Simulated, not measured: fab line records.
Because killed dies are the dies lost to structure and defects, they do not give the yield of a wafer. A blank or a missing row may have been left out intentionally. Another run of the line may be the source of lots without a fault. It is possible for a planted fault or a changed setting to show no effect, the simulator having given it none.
fab line records | flow n5Finfet | part 2 of 2: steps 23 to 35 of 35
record lots=5 wafers=15 lastDay=18
route steps=1938 shown HKMG_FIN@391
lots that met no fault: from a run of the same line without faults
startH: the number of hours between the record's first day and the start of the first shown wafer of the lot | waitH: hours elapsed since this lot's preceding step | " repeats the value in the row above | L1.1+2: several wafers, shown together as one row | - either no value or no given start | * or withheld: withheld | < > ~ a bound
route shown NAME@n: NAME is a module with steps in the file, n the number in the route of the first one | usual: the fault-free wafers' mean and standard deviation | same: alike in all rows | chamber/n: place in a boat | sites: per-site readings | _std_site: the standard deviation of these | _edge_site: inner sites' mean taken away from outer sites' mean | radiusMm: for every site, how far away it sits from the centre of the wafer | mask NAME#n: copy n | behind: the tool/chamber that last shaped the wafer | hold: reason for holding the lot/hours on hold/outcome of the hold | device: whichever transistor did not switch (one of n, p or np) | end of line: tests run on the same wafers once the route is complete | a step with no rows: only its recipe | killed: dies that structure and defects cost at the first sort, which is not the same as the wafer's yield | map: the dies of a wafer, with x for killed, . for not killed, _ for no die there
set.NAME: the setting as run; set.NAME@STEP: as run at that earlier step | model.NAME: the simulator's own value behind a step, which no gauge read
a table for each step, a row for each wafer; lots at some steps of the route
services: when a tool's chamber went out of use (startH, in hours from the record's first day, below 0 if earlier), for how many hours, and the reason
## steps
# step N5_HKMG_FIN_CVD_62
# recipe material=a-Si targetThkA=30 tempC=500 precursor=Si2H6 pressureTorr=1 timeS=20.8
# usual chamberPressureTorr=0.9996/0.0021 heaterPowerW=1382/120
# columns lot.wafer tool chamber startH waitH chamberPressureTorr heaterPowerW
L077.1 thermalCvdSi-02 1 91.67 0.2 1.0009 1532
L077.3 " 0 " " 1.0007 1279
L077.4 " 0 " " 0.9983 1262
L081.2 thermalCvdSi-02 2 117.82 0.2 1.0001 1499
L081.3 " 0 " " 0.9985 1214
L081.5 " 0 " " 0.9996 1253
L084.2 thermalCvdSi-01 2 138.27 0.2 0.9995 1413
L084.3 " 1 " " 0.9996 1247
L084.4 " 1 " " 1.0016 1256
L086.2 thermalCvdSi-01 2 148.71 0.2 1.0040 1424
L086.3 " 0 " " 0.9981 1311
L086.4 " 1 " " 1.0027 1266
L096.1 thermalCvdSi-01 0 206.82 0.2 1.0003 1299
L096.4 " 1 " " 0.9998 1240
L096.5 " 0 " " 0.9969 1307
# step N5_HKMG_FIN_RTA_80
# recipe tempC=withheld timeS=2 ambient=N2 idleTempC=600 rampUpCPerS=150 rampDownCPerS=60 coolToC=600
# columns lot.wafer tool chamber startH waitH
L077.1+3+4 rtpAnneal-01 0 91.94 0.2
L081.2+3+5 rtpAnneal-02 0 117.98 0.1
L084.2+3+4 rtpAnneal-01 0 138.46 0.1
L086.2+3+4 rtpAnneal-01 0 148.86 0.1
L096.1+4+5 rtpAnneal-02 0 206.96 0.1
# step N5_HKMG_FIN_PRECLEAN_64
# recipe chemistry=dHF timeS=30 tempC=25 dilution=withheld
# columns lot.wafer tool chamber startH waitH
L077.1+3+4 wetBench-05 6,5,7 92.09 0.1
L081.2+3+5 wetBench-05 2,0,7 118.10 0.1
L084.2+3+4 wetBench-02 5,6,7 138.60 0.1
L086.2+3+4 wetBench-03 5,0,4 148.99 0.1
L096.1+4+5 wetBench-05 2,7,5 207.10 0.1
# step N5_HKMG_FIN_WET_ETCH_65
# recipe chemistry=TMAH tempC=70 concWtPct=5 target=a-Si stopOn=TiN timeS=49 targetDepthNm=3
# columns lot.wafer tool chamber startH waitH
L077.1+3+4 wetBench-05 6,5,7 92.10 0.0
L081.2+3+5 wetBench-05 2,0,7 118.11 0.0
L084.2+3+4 wetBench-02 5,6,7 138.61 0.0
L086.2+3+4 wetBench-03 5,0,4 149.00 0.0
L096.1+4+5 wetBench-05 2,7,5 207.11 0.0
# step N5_HKMG_FIN_WET_ETCH_81
# recipe chemistry=SC1 target=TiN stopOn=HfO2 mix=1:1:5 tempC=60 timeS=57 targetDepthNm=6
# columns lot.wafer tool chamber startH waitH
L077.1+3+4 wetBench-05 6,5,7 92.12 0.0
L081.2+3+5 wetBench-05 2,0,7 118.13 0.0
L084.2+3+4 wetBench-02 5,6,7 138.63 0.0
L086.2+3+4 wetBench-03 5,0,4 149.01 0.0
L096.1+4+5 wetBench-05 2,7,5 207.13 0.0
# step N5_HKMG_FIN_WET_ETCH_82
# recipe chemistry=dHCl mix=1:10000 tempC=25 target=La2O3 stopOn=HfO2 targetDepthNm=2 dry=ipaMarangoni rinseTimeS=30 rinseTempC=23
# columns lot.wafer tool chamber startH waitH
L077.1+3+4 wetBench-05 6,5,7 92.15 0.0
L081.2+3+5 wetBench-05 2,0,7 118.16 0.0
L084.2+3+4 wetBench-02 5,6,7 138.66 0.0
L086.2+3+4 wetBench-03 5,0,4 149.05 0.0
L096.1+4+5 wetBench-05 2,7,5 207.16 0.0
# step N5_HKMG_FIN_ALD_36
# recipe material=TiN targetThkA=10 tempC=400 aldPrecursorFamily=TiCl4 aldCoReactant=NH3 pulseTimeS=1 purgeTimeS=3 coReactantPurgeTimeS=2 coReactantPulseTimeS=2 aldCycles=47 pressureTorr=3
# usual chamberPressureTorr=3.001/0.0066 heaterPowerW=899/130 precursorPulseHeightRel=0.998/0.019
# columns lot.wafer tool chamber startH waitH chamberPressureTorr heaterPowerW precursorPulseHeightRel
L077.1 aldMetal-01 2 92.22 0.0 3.004 765 0.980
L077.3 " 1 " " 3.016 732 1.029
L077.4 " 0 " " 2.998 913 1.026
L081.2 aldMetal-04 2 118.22 0.0 3.001 754 1.027
L081.3 " 1 " " 2.996 873 1.020
L081.5 " 2 " " 3.007 771 1.001
L084.2 aldMetal-02 0 138.73 0.0 2.997 911 1.001
L084.3 " 2 " " 3.002 899 1.004
L084.4 " 1 " " 2.998 1124 0.958
L086.2 aldMetal-02 1 149.11 0.0 3.009 1133 1.001
L086.3 " 3 " " 2.989 1093 0.964
L086.4 " 0 " " 3.000 920 0.957
L096.1 aldMetal-02 0 207.22 0.0 2.998 914 1.011
L096.4 " 2 " " 3.010 895 1.011
L096.5 " 2 " " 3.006 903 1.002
# step N5_HKMG_FIN_THK_MEAS_70
# recipe thkMeasGauge=xrf reads=HfO2_of_HKMG_FIN_HK_ALD_01
# usual HK_THK=1.606/0.02
# columns lot.wafer tool chamber startH waitH HK_THK[nm]
L077.1 filmMetro-02 - 92.50 0.2 1.574
L077.3 " - " " 1.562
L077.4 " - " " 1.611
L081.2 filmMetro-02 - 118.50 0.2 1.578
L081.3 " - " " 1.593
L081.5 " - " " 1.625
L084.2 filmMetro-01 - 139.01 0.2 1.599
L084.3 " - " " 1.600
L084.4 " - " " 1.599
L086.2 filmMetro-01 - 149.39 0.2 1.609
L086.3 " - " " 1.597
L086.4 " - " " 1.604
L096.1 filmMetro-01 - 207.50 0.2 1.587
L096.4 " - " " 1.603
L096.5 " - " " 1.588
# step N5_HKMG_FIN_PWFM_ALD_03
# recipe material=TiN targetThkA=20 tempC=400 aldPrecursorFamily=TiCl4 aldCoReactant=NH3 pulseTimeS=1 purgeTimeS=3 coReactantPurgeTimeS=2 coReactantPulseTimeS=2 aldCycles=91 pressureTorr=3
# usual chamberPressureTorr=3.000/0.0069 heaterPowerW=846/97 precursorPulseHeightRel=0.999/0.022
# columns lot.wafer tool chamber startH waitH chamberPressureTorr heaterPowerW precursorPulseHeightRel
L077.1 aldMetal-04 3 92.54 0.0 3.002 852 1.018
L077.3 " 2 " " 2.998 730 0.970
L077.4 " 1 " " 3.011 893 1.017
L081.2 aldMetal-04 3 118.54 0.0 2.996 848 0.959
L081.3 " 2 " " 2.992 753 0.966
L081.5 " 1 " " 2.979 879 1.010
L084.2 aldMetal-04 0 139.04 0.0 3.003 777 0.995
L084.3 " 2 " " 2.995 760 0.971
L084.4 " 1 " " 2.992 876 0.993
L086.2 aldMetal-01 1 149.42 0.0 3.010 734 1.024
L086.3 " 0 " " 3.003 889 1.028
L086.4 " 2 " " 2.999 781 1.026
L096.1 aldMetal-01 1 207.54 0.0 3.002 729 0.981
L096.4 " 3 " " 3.001 947 0.990
L096.5 " 3 " " 2.994 959 1.018
# step N5_HKMG_FIN_COAT_29
# recipe resist=SOC tempC=250 timeS=60 spinRpm=1500 resistThkNm=300
# columns lot.wafer tool chamber startH waitH
L077.1+3+4 lithoTrack-01 0 93.01 0.2
L081.2+3+5 lithoTrack-05 0 119.01 0.2
L084.2+3+4 lithoTrack-05 0 139.51 0.2
L086.2+3+4 lithoTrack-01 0 149.89 0.2
L096.1+4+5 lithoTrack-01 0 208.01 0.2
# step N5_HKMG_FIN_COAT_30
# recipe resist=SiARC tempC=220 timeS=60 spinRpm=1500 resistThkNm=35
# columns lot.wafer tool chamber startH waitH
L077.1+3+4 lithoTrack-01 0 - -
L081.2+3+5 lithoTrack-05 0 - -
L084.2+3+4 lithoTrack-05 0 - -
L086.2+3+4 lithoTrack-01 0 - -
L096.1+4+5 lithoTrack-01 0 - -
# step N5_HKMG_FIN_COAT_06
# recipe resist=CAR-ArF spinRpm=1500 resistThkNm=90
# columns lot.wafer tool chamber startH waitH
L077.1+3+4 lithoTrack-01 0 - -
L081.2+3+5 lithoTrack-05 0 - -
L084.2+3+4 lithoTrack-05 0 - -
L086.2+3+4 lithoTrack-01 0 - -
L096.1+4+5 lithoTrack-01 0 - -
# step N5_HKMG_FIN_EBR_08
# recipe solvent=PGMEA ebrWidthMm=1.5
# columns lot.wafer tool chamber startH waitH
L077.1+3+4 lithoTrack-01 0 - -
L081.2+3+5 lithoTrack-05 0 - -
L084.2+3+4 lithoTrack-05 0 - -
L086.2+3+4 lithoTrack-01 0 - -
L096.1+4+5 lithoTrack-01 0 - -
## services
# columns tool chamber startH hours kind
thermalCvdSi-02 2 66.93 7.0 repair
arfiScanner-01 - 71.65 1.0 pm
arfiScanner-01 - 75.24 0.6 repair
arfiScanner-02 - 78.63 1.3 pm
plasmaAsher-01 - 91.31 6.3 repair
rieDiel-02 - 96.68 28.1 pm
plasmaAsher-01 - 101.17 5.2 repair
rieDiel-01 - 105.62 2.8 pm
wetBench-05 - 106.12 1.9 pm
rieDiel-02 3 126.12 3.5 repair
arfiScanner-02 - 129.53 1.0 pm
plasmaAsher-02 - 138.12 2.8 pm
rieDiel-02 3 143.67 19.0 repair
arfiScanner-02 - 149.27 0.8 pm
thermalCvdSi-02 - 150.59 1.2 repair
arfiScanner-02 - 151.32 1.0 pm
thermalCvdSi-01 0 154.95 10.9 repair
aldMetal-01 0 166.46 3.5 repair
thermalCvdSi-01 1 173.13 32.0 repair
aldMetal-01 2 175.13 6.4 repair
arfiScanner-02 - 178.61 2.3 repair
aldMetal-04 - 195.52 1.3 repair
arfiScanner-02 - 204.11 1.3 pm
plasmaAsher-01 - 206.39 29.2 repair
